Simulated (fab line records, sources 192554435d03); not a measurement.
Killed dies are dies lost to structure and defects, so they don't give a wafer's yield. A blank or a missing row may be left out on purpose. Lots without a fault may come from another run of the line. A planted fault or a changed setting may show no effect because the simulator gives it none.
fab line records | flow n5_finfet
record lots=7 wafers=21
route steps=1938 shown ZERO_LAYER@9 WELL_APT@36 FIN_SAQP@99 FIN_CUT@155
start_h: hours from the record's first day to the start of the lot's first wafer shown | wait_h: hours since the lot's step before | " the same as in the row above | L1.1+2: a row that stands for several wafers | - no value, or no start given | * or withheld: withheld | < > ~ a bound
route shown NAME@n: a module of which the file shows steps, and the number in the route of the first | usual: mean/standard deviation of fault-free wafers | same: alike in all rows | chamber/n: place in a boat | sites: the reading at each site | _std_site: their standard deviation | _edge_site: outer sites' mean less inner sites' | radius_mm: how far each site lies from the wafer's centre | mask NAME#n: copy n | behind: the tool/chamber that last shaped the wafer | hold: why the lot was held/for how many hours/how that ended | device: the transistor (n, p or np) that didn't switch | end of line: the same wafers' tests at the end of the route | a step without rows: its recipe alone | killed: dies lost to structure and defects at the first sort, not the wafer's yield | map: a wafer's dies, x killed, . not, _ none there
set.NAME: the setting as run; set.NAME@STEP: as run at that earlier step | model.NAME: the simulator's own value behind a step, which no gauge read
lots whose settings were changed on purpose; a table a step, a row a wafer
## steps
# step N5_ZERO_LAYER_EXPOSE_08
# recipe mask_id=ZERO na=0.55 source_shape=conventional sigma_outer=0.8 polarization=unpolarized defocus_nm=0 target_cd_nm=2000 dose_mj=16.2
# columns lot.wafer tool chamber start_h wait_h mask set.dose_mj
L075.3+4+6 krf_scanner-02 0 18.63 - ZERO#0 16.2
L076.3+5+6 krf_scanner-02 0 24.50 - ZERO#0 15.83
L077.1+3 krf_scanner-01 0 30.59 - ZERO#0 16.2
L077.2 " 0 " " ZERO#0 15.72
L080.2+3+5 krf_scanner-02 0 48.47 - ZERO#0 16.2
L081.3+5+6 krf_scanner-01 0 54.60 - ZERO#0 16.2
L083.1+3 krf_scanner-02 0 66.60 - ZERO#0 16.2
L083.4 " 0 " " ZERO#0 15.17
L093.1+4 krf_scanner-01 0 126.46 - ZERO#0 15.2
L093.5 " 0 " " ZERO#0 16.2
# step N5_ZERO_LAYER_PEB_09
# recipe peb_temp_c=withheld peb_time_s=*
# step N5_ZERO_LAYER_DEVELOP_10
# recipe develop_time_s=60 rinse_liquid=diw dry=air_spin dev_temp_c=21
# step N5_ZERO_LAYER_HARDBAKE_23
# recipe temp_c=130 time_s=120
# step N5_ZERO_LAYER_CD_MEAS_11
# recipe target_cd_nm=2000 landing_energy_ev=500 detector=se_inlens
# usual cd_nm=1999.7/1.4
# columns lot.wafer tool chamber start_h wait_h set.dose_mj@ZERO_LAYER_EXPOSE_08 cd_nm
L075.3 cd_sem-01 0 18.79 - 16.2 1998.7
L075.4 " 0 " " 16.2 1998.6
L075.6 " 0 " " 16.2 1998.9
L076.3 cd_sem-01 0 24.67 - 15.83 1995.2
L076.5 " 0 " " 15.83 1996.0
L076.6 " 0 " " 15.83 1996.8
L077.1 cd_sem-02 0 30.77 - 16.2 1998.3
L077.2 " 0 " " 15.72 1994.4
L077.3 " 0 " " 16.2 1999.2
L080.2 cd_sem-01 0 48.64 - 16.2 1999.9
L080.3 " 0 " " 16.2 2000.2
L080.5 " 0 " " 16.2 1998.9
L081.3 cd_sem-01 0 54.77 - 16.2 2000.5
L081.5 " 0 " " 16.2 1998.9
L081.6 " 0 " " 16.2 2000.2
L083.1 cd_sem-03 0 66.77 - 16.2 1998.1
L083.3 " 0 " " 16.2 1998.6
L083.4 " 0 " " 15.17 1985.1
L093.1 cd_sem-01 0 126.64 - 15.2 1988.8
L093.4 " 0 " " 15.2 1989.1
L093.5 " 0 " " 16.2 2000.5
# step N5_ZERO_LAYER_DESCUM_16
# recipe chemistry=O2 time_s=7.9 source_power_w=50 bias_power_w=20 pressure_mtorr=20 rf_frequency_hz=2.712e+07 temp_c=40 o2_flow_sccm=225
# columns lot.wafer tool chamber start_h wait_h set.time_s set.dose_mj@ZERO_LAYER_EXPOSE_08 model.ZERO_LAYER.cd_nm
L075.3+4+6 rie_diel-02 1,0,2 18.83 0.0 7.9 16.2 1999
L076.3 rie_diel-01 0 25.06 0.4 6.864 15.83 1995
L076.5 " 2 " " 7.9 15.83 1996
L076.6 " 1 " " 7.9 15.83 -
L077.1 rie_diel-02 3 30.80 0.0 7.9 16.2 1998
L077.2 " 0 " " 7.9 15.72 1994
L077.3 " 2 " " 7.9 16.2 1999
L080.2 rie_diel-02 3 48.97 0.3 7.9 16.2 2000
L080.3 " 0 " " 7.32 16.2 2000
L080.5 " 1 " " 7.9 16.2 1999
L081.3+6 rie_diel-02 0,1 54.80 0.0 7.9 16.2 2000
L081.5 " 0 " " 7.9 16.2 1999
L083.1+3 rie_diel-01 2,1 66.81 0.0 6.356 16.2 1998
L083.4 " 3 " " 6.356 15.17 1985
L093.1 rie_diel-01 3 126.68 0.0 8.652 15.2 1989
L093.4 " 2 " " 7.9 15.2 1989
L093.5 " 1 " " 8.652 16.2 2001
# step N5_WELL_APT_COAT_19
# recipe spin_rpm=1357 resist_thk_nm=950
# columns lot.wafer tool chamber start_h wait_h set.spin_rpm model.coat_of_WELL_APT_COAT_19.thk_nm
L075.3 litho_track-01 0 - - 1357 949.6
L075.4 " 0 " " 1357 950.2
L075.6 " 0 " " 1357 946.5
L076.3 litho_track-03 0 - - 1239 993.3
L076.5 " 0 " " 1239 991.2
L076.6 " 0 " " 1357 949.1
L077.1 litho_track-04 0 - - 1357 953
L077.2 " 0 " " 1438 918.3
L077.3 " 0 " " 1438 922.8
L080.2 litho_track-01 0 - - 1357 950.2
L080.3 " 0 " " 1357 947.6
L080.5 " 0 " " 1357 948
L081.3 litho_track-01 0 - - 1357 948.6
L081.5 " 0 " " 1357 947
L081.6 " 0 " " 1357 947.7
L083.1 litho_track-04 0 - - 1357 952.1
L083.3 " 0 " " 1357 949.7
L083.4 " 0 " " 1357 951.2
L093.1 litho_track-01 0 - - 1451 919.2
L093.4 " 0 " " 1357 949
L093.5 " 0 " " 1357 947
# step N5_WELL_APT_PEB_23
# recipe peb_temp_c=130 peb_time_s=90
# columns lot.wafer tool chamber start_h wait_h set.peb_temp_c
L075.3 litho_track-01 0 20.90 0.0 129
L075.4+6 " 0 " " 130
L076.3+5+6 litho_track-04 0 27.22 0.0 130
L077.1+2 litho_track-04 0 32.81 0.1 126.6
L077.3 " 0 " " 130
L080.2 litho_track-01 0 51.21 0.0 127.7
L080.3+5 " 0 " " 130
L081.3+5+6 litho_track-04 0 56.84 0.0 130
L083.1 litho_track-01 0 69.17 0.1 130
L083.3+4 " 0 " " 132.3
L093.1+4+5 litho_track-03 0 129.16 0.1 130
# step N5_WELL_APT_DEVELOP_24
# recipe develop_time_s=45 rinse_liquid=surfactant_rinse dry=air_spin dev_temp_c=21
# step N5_WELL_APT_HARDBAKE_29
# recipe temp_c=130 time_s=120
# step N5_WELL_APT_CD_MEAS_25
# recipe target_cd_nm=200 landing_energy_ev=500 detector=se_inlens
# usual cd_nm=199.6/1.5
# columns lot.wafer tool chamber start_h wait_h set.peb_temp_c@WELL_APT_PEB_23 cd_nm
L075.3 cd_sem-03 0 21.02 - 129 192.7
L075.4 " 0 " " 130 200.2
L075.6 " 0 " " 130 199.1
L076.3 cd_sem-01 0 27.34 - 130 199.7
L076.5 " 0 " " 130 200.0
L076.6 " 0 " " 130 200.8
L077.1 cd_sem-02 0 32.92 - 126.6 176.8
L077.2 " 0 " " 126.6 179.2
L077.3 " 0 " " 130 201.9
L080.2 cd_sem-03 0 51.32 - 127.7 187.2
L080.3 " 0 " " 130 200.8
L080.5 " 0 " " 130 199.0
L081.3 cd_sem-02 0 56.96 - 130 197.0
L081.5 " 0 " " 130 198.6
L081.6 " 0 " " 130 198.0
L083.1 cd_sem-03 0 69.28 - 130 199.1
L083.3 " 0 " " 132.3 209.4
L083.4 " 0 " " 132.3 209.9
L093.1 cd_sem-02 0 129.28 - 130 202.9
L093.4 " 0 " " 130 202.6
L093.5 " 0 " " 130 199.9
# step N5_WELL_APT_DESCUM_30
# recipe chemistry=O2 time_s=7.9 source_power_w=50 bias_power_w=20 pressure_mtorr=20 rf_frequency_hz=2.712e+07 temp_c=40 o2_flow_sccm=225
# columns lot.wafer tool chamber start_h wait_h set.peb_temp_c@WELL_APT_PEB_23 model.WELL_APT.cd_nm
L075.3 rie_diel-06 1 21.10 0.0 129 192.8
L075.4 " 3 " " 130 200
L075.6 " 0 " " 130 199.1
L076.3 rie_diel-03 2 27.42 0.0 130 199.5
L076.5 " 1 " " 130 200
L076.6 " 0 " " 130 200.6
L077.1 rie_diel-06 0 33.01 0.0 126.6 176.5
L077.2 " 1 " " 126.6 179
L077.3 " 3 " " 130 201.8
L080.2 rie_diel-04 0 51.41 0.0 127.7 187
L080.3 " 3 " " 130 200.6
L080.5 " 1 " " 130 199.4
L081.3 rie_diel-06 2 57.05 0.0 130 197.1
L081.5 " 2 " " 130 198.6
L081.6 " 3 " " 130 198.3
L083.1 rie_diel-04 1 69.37 0.0 130 199
L083.3 " 0 " " 132.3 209.5
L083.4 " 0 " " 132.3 210
L093.1 rie_diel-03 1 129.82 0.5 130 202.9
L093.4 " 2 " " 130 202.2
L093.5 " 3 " " 130 200.2
# step N5_FIN_SAQP_PECVD_48
# recipe material=SiNx target_thk_a=250 temp_c=400 precursor=SiH4/NH3/N2 pressure_torr=1.5 rf_w=300 time_s=22.1
# columns lot.wafer tool chamber start_h wait_h set.time_s model.SiNx_of_FIN_SAQP_PECVD_48.thk_nm
L075.3 pecvd-01 2 27.58 0.0 23.29 26.04
L075.4 " 1 " " 22.1 25.08
L075.6 " 2 " " 23.29 26.37
L076.3 pecvd-02 2 33.41 0.0 22.1 25.02
L076.5 " 1 " " 22.1 25.63
L076.6 " 0 " " 24.17 27.71
L077.1 pecvd-02 0 38.87 0.0 22.1 24.72
L077.2 " 1 " " 20.42 23.13
L077.3 " 2 " " 20.42 23.19
L080.2 pecvd-04 0 56.95 0.0 22.1 24.81
L080.3 " 2 " " 22.1 24.85
L080.5 " 2 " " 19.3 21.85
L081.3 pecvd-02 1 63.19 0.0 22.1 24.78
L081.5 " 1 " " 22.1 25.14
L081.6 " 0 " " 22.1 24.92
L083.1 pecvd-01 1 75.80 0.0 22.1 25.32
L083.3 " 2 " " 22.1 25.13
L083.4 " 0 " " 21.21 24.56
L093.1 pecvd-02 2 136.86 0.0 25.35 28.34
L093.4 " 1 " " 22.1 25.07
L093.5 " 0 " " 22.1 24.84
# step N5_FIN_SAQP_PECVD_06
# recipe material=a-Si target_thk_a=600 temp_c=400 precursor=SiH4/He pressure_torr=3 rf_w=100 time_s=48.1
# columns lot.wafer tool chamber start_h wait_h set.time_s model.a-Si_of_FIN_SAQP_PECVD_06.thk_nm
L075.3 pecvd-01 2 27.65 0.0 48.1 61
L075.4 " 1 " " 48.1 60.96
L075.6 " 2 " " 52.96 66.83
L076.3 pecvd-02 2 33.45 0.0 42.17 52.24
L076.5 " 1 " " 42.17 53.06
L076.6 " 0 " " 48.1 60.56
L077.1 pecvd-02 0 38.91 0.0 45.37 56.17
L077.2 " 1 " " 48.1 58.94
L077.3 " 2 " " 45.37 55.76
L080.2 pecvd-04 0 56.99 0.0 43.74 53.79
L080.3 " 2 " " 43.74 53.94
L080.5 " 2 " " 48.1 59.51
L081.3 pecvd-02 1 63.23 0.0 48.1 59.5
L081.5 " 1 " " 48.1 60.37
L081.6 " 0 " " 48.1 60.45
L083.1 pecvd-01 1 75.84 0.0 55.29 68.27
L083.3 " 2 " " 48.1 59.04
L083.4 " 0 " " 55.29 70.34
L093.1 pecvd-02 2 136.90 0.0 48.1 59.75
L093.4 " 1 " " 48.1 60.42
L093.5 " 0 " " 48.1 61.44
# step N5_FIN_SAQP_THK_MEAS_07
# usual thk_nm=60.2/0.77
# columns lot.wafer tool chamber start_h wait_h set.time_s@FIN_SAQP_PECVD_06 thk_nm
L075.3 film_metro-02 - 27.74 0.1 48.1 61.0
L075.4 " - " " 48.1 61.0
L075.6 " - " " 52.96 66.8
L076.3 film_metro-02 - 33.54 0.1 42.17 52.2
L076.5 " - " " 42.17 53.1
L076.6 " - " " 48.1 60.5
L077.1 film_metro-01 - 39.00 0.1 45.37 56.2
L077.2 " - " " 48.1 58.9
L077.3 " - " " 45.37 55.7
L080.2 film_metro-02 - 57.08 0.1 43.74 53.8
L080.3 " - " " 43.74 53.9
L080.5 " - " " 48.1 59.5
L081.3 film_metro-01 - 63.32 0.1 48.1 59.5
L081.5 " - " " 48.1 60.3
L081.6 " - " " 48.1 60.5
L083.1 film_metro-01 - 75.93 0.1 55.29 68.3
L083.3 " - " " 48.1 59.1
L083.4 " - " " 55.29 70.3
L093.1 film_metro-01 - 136.99 0.1 48.1 59.7
L093.4 " - " " 48.1 60.5
L093.5 " - " " 48.1 61.5
# step N5_FIN_SAQP_HM_DEP_72
# recipe material=SiO2 target_thk_a=120 temp_c=400 precursor=SiH4/N2O pressure_torr=0.75 rf_w=275 time_s=7.2
# step N5_FIN_SAQP_COAT_49
# recipe resist=SOC temp_c=250 time_s=60 spin_rpm=1500 resist_thk_nm=100
# step N5_FIN_SAQP_HM_OPEN_73
# recipe chemistry=CHF3/O2 target=SiO2 stop_on=a-Si target_depth_a=120 over_etch_frac=1.8 mask_material=SOC time_s=16.8 pressure_mtorr=30 source_w=650 bias_w=170 Ar_flow_sccm=200 CHF3_flow_sccm=50 O2_flow_sccm=5 ion_energy_ev=200 ends=end_point
# step N5_FIN_SAQP_STRIP_74
# recipe chemistry=CHF3/O2 resist=SiARC rf_frequency_hz=6e+07
# step N5_FIN_SAQP_MANDREL_ETCH_22
# recipe target_depth_a=600 chemistry=HBr/Cl2 target=a-Si stop_on=SiNx bt_time_s=10 over_etch_frac=0.5 time_s=30 pressure_mtorr=10 icp_w=800 bias_w=75 HBr_flow_sccm=150 Cl2_flow_sccm=80 ends=end_point
# usual oes_product_au=0.776/0.011
# columns lot.wafer tool chamber start_h wait_h set.time_s@FIN_SAQP_PECVD_06 oes_product_au model.etch.depth_nm
L075.3 rie_si-06 0 28.55 0.0 48.1 0.779 61
L075.4 " 1 " " 48.1 0.780 60.95
L075.6 " 1 " " 52.96 0.820 66.83
L076.3 rie_si-06 2 34.40 0.0 42.17 0.714 52.24
L076.5 " 3 " " 42.17 0.716 53.06
L076.6 " 0 " " 48.1 0.787 60.56
L077.1 rie_si-02 0 39.74 0.0 45.37 0.739 56.17
L077.2 " 3 " " 48.1 0.765 58.94
L077.3 " 2 " " 45.37 0.763 55.76
L080.2 rie_si-02 0 57.82 0.0 43.74 0.724 53.79
L080.3 " 3 " " 43.74 0.722 53.94
L080.5 " 3 " " 48.1 0.764 59.51
L081.3 rie_si-02 3 64.19 0.0 48.1 0.770 59.5
L081.5 " 2 " " 48.1 0.796 60.37
L081.6 " 1 " " 48.1 0.777 60.41
L083.1 rie_si-02 3 77.06 0.0 55.29 0.835 68.27
L083.3 " 2 " " 48.1 0.779 59.04
L083.4 " 0 " " 55.29 0.858 70.34
L093.1 rie_si-02 1 138.17 0.0 48.1 0.782 59.72
L093.4 " 2 " " 48.1 0.800 60.42
L093.5 " 1 " " 48.1 0.780 61.39
# step N5_FIN_SAQP_STRIP_55
# recipe chemistry=N2/H2 power_w=500 temp_c=40 pressure_mtorr=50 rf_frequency_hz=6e+07 overash_fraction=0.3 bias_power_w=28 h2_frac=0.5 n2_flow_sccm=300 h2_flow_sccm=300
# step N5_FIN_SAQP_STRIP_23
# recipe chemistry=SPM time_s=750 temp_c=130 h2so4_h2o2_vol_ratio=4
# step N5_FIN_SAQP_MANDREL1_REMOVE_56
# recipe chemistry=HBr/Cl2/O2 bt_time_s=10 target=a-Si stop_on=SiNx endpoint=OES-SiCl over_etch_frac=1 icp_w=600 bias_w=22 HBr_flow_sccm=150 Cl2_flow_sccm=80 O2_flow_sccm=5 pressure_mtorr=10
# step N5_FIN_SAQP_ETCH_57
# recipe chemistry=CH3F/O2 target=SiNx mask_material=SiO2 target_depth_a=325 time_s=46.4 pressure_mtorr=30 source_w=395 bias_w=73 Ar_flow_sccm=150 CH3F_flow_sccm=30 O2_flow_sccm=20 ion_energy_ev=120 ends=cleared
# usual etch_rf_on_time_s=46.5/1.1
# columns lot.wafer tool chamber start_h wait_h set.time_s@FIN_SAQP_PECVD_48 etch_rf_on_time_s model.etch.depth_nm
L075.3 rie_diel-04 3 30.35 0.0 23.29 49.1 25.93
L075.4 " 3 " " 22.1 47.7 24.97
L075.6 " 1 " " 23.29 49.5 26.25
L076.3 rie_diel-04 0 36.20 0.0 22.1 45.4 25.02
L076.5 " 3 " " 22.1 48.4 25.59
L076.6 " 0 " " 24.17 49.8 27.59
L077.1 rie_diel-03 3 41.83 0.0 22.1 46.1 24.65
L077.2 " 1 " " 20.42 43.9 23.13
L077.3 " 2 " " 20.42 44.2 23.19
L080.2 rie_diel-04 0 59.60 0.0 22.1 45.2 24.74
L080.3 " 3 " " 22.1 46.8 24.85
L080.5 " 0 " " 19.3 39.9 21.85
L081.3 rie_diel-04 2 67.04 0.6 22.1 44.8 24.78
L081.5 " 0 " " 22.1 45.6 25.14
L081.6 " 2 " " 22.1 44.7 24.92
L083.1 rie_diel-06 2 78.97 0.0 22.1 46.5 25.32
L083.3 " 3 " " 22.1 47.0 25.13
L083.4 " 1 " " 21.21 44.5 24.49
L093.1 rie_diel-04 1 140.17 0.0 25.35 53.6 28.34
L093.4 " 3 " " 22.1 45.5 25.07
L093.5 " 0 " " 22.1 45.6 24.84
# step N5_FIN_CUT_COAT_19
# recipe resist=SiARC temp_c=220 time_s=60 spin_rpm=1500 resist_thk_nm=20
# columns lot.wafer tool chamber start_h wait_h set.spin_rpm model.SiARC_of_FIN_CUT_COAT_19.thk_nm
L075.3+4+6 litho_track-03 0 - - 1500 20
L076.3+5+6 litho_track-02 0 - - 1500 20
L077.1+3 litho_track-03 0 - - 1500 20
L077.2 " 0 " " 1389 20.8
L080.2+5 litho_track-04 0 - - 1667 19
L080.3 " 0 " " 1500 20
L081.3+5+6 litho_track-02 0 - - 1500 20
L083.1+3 litho_track-03 0 - - 1500 20
L083.4 " 0 " " 1557 19.6
L093.1 litho_track-03 0 - - 1500 20
L093.4 " 0 " " 1347 21.2
L093.5 " 0 " " 1500 20.2
## key
split step=N5_ZERO_LAYER_EXPOSE_08 setting=dose_mj stated=16.2 by=wafer
response step=N5_ZERO_LAYER_CD_MEAS_11 reading=cd_nm change=+1.93 per=1% r=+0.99
response step=N5_ZERO_LAYER_DESCUM_16 reading=model.ZERO_LAYER.cd_nm change=+1.95 per=1% r=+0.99
split step=N5_ZERO_LAYER_DESCUM_16 setting=time_s stated=7.9 by=wafer
response none clear
split step=N5_WELL_APT_COAT_19 setting=spin_rpm stated=1357 by=wafer
response step=N5_WELL_APT_COAT_19 reading=model.coat_of_WELL_APT_COAT_19.thk_nm change=-4.82 per=1% r=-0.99
split step=N5_WELL_APT_PEB_23 setting=peb_temp_c stated=130 by=wafer
response step=N5_WELL_APT_CD_MEAS_25 reading=cd_nm change=+7.96 per=1% r=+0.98
response step=N5_WELL_APT_DESCUM_30 reading=model.WELL_APT.cd_nm change=+8.04 per=1% r=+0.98
split step=N5_FIN_SAQP_PECVD_48 setting=time_s stated=22.1 by=wafer
response step=N5_FIN_SAQP_PECVD_48 reading=model.SiNx_of_FIN_SAQP_PECVD_48.thk_nm change=+0.23 per=1% r=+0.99
response step=N5_FIN_SAQP_ETCH_57 reading=etch_rf_on_time_s change=* per=1% r=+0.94
response step=N5_FIN_SAQP_ETCH_57 reading=model.etch.depth_nm change=+0.227 per=1% r=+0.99
split step=N5_FIN_SAQP_PECVD_06 setting=time_s stated=48.1 by=wafer
response step=N5_FIN_SAQP_PECVD_06 reading=model.a-Si_of_FIN_SAQP_PECVD_06.thk_nm change=+0.639 per=1% r=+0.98
response step=N5_FIN_SAQP_THK_MEAS_07 reading=thk_nm change=* per=1% r=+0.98
response step=N5_FIN_SAQP_MANDREL_ETCH_22 reading=oes_product_au change=+0.00465 per=1% r=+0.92
response step=N5_FIN_SAQP_MANDREL_ETCH_22 reading=model.etch.depth_nm change=+0.639 per=1% r=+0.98
split step=N5_FIN_CUT_COAT_19 setting=spin_rpm stated=1500 by=wafer
response step=N5_FIN_CUT_COAT_19 reading=model.SiARC_of_FIN_CUT_COAT_19.thk_nm change=-0.1 per=1% r=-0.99
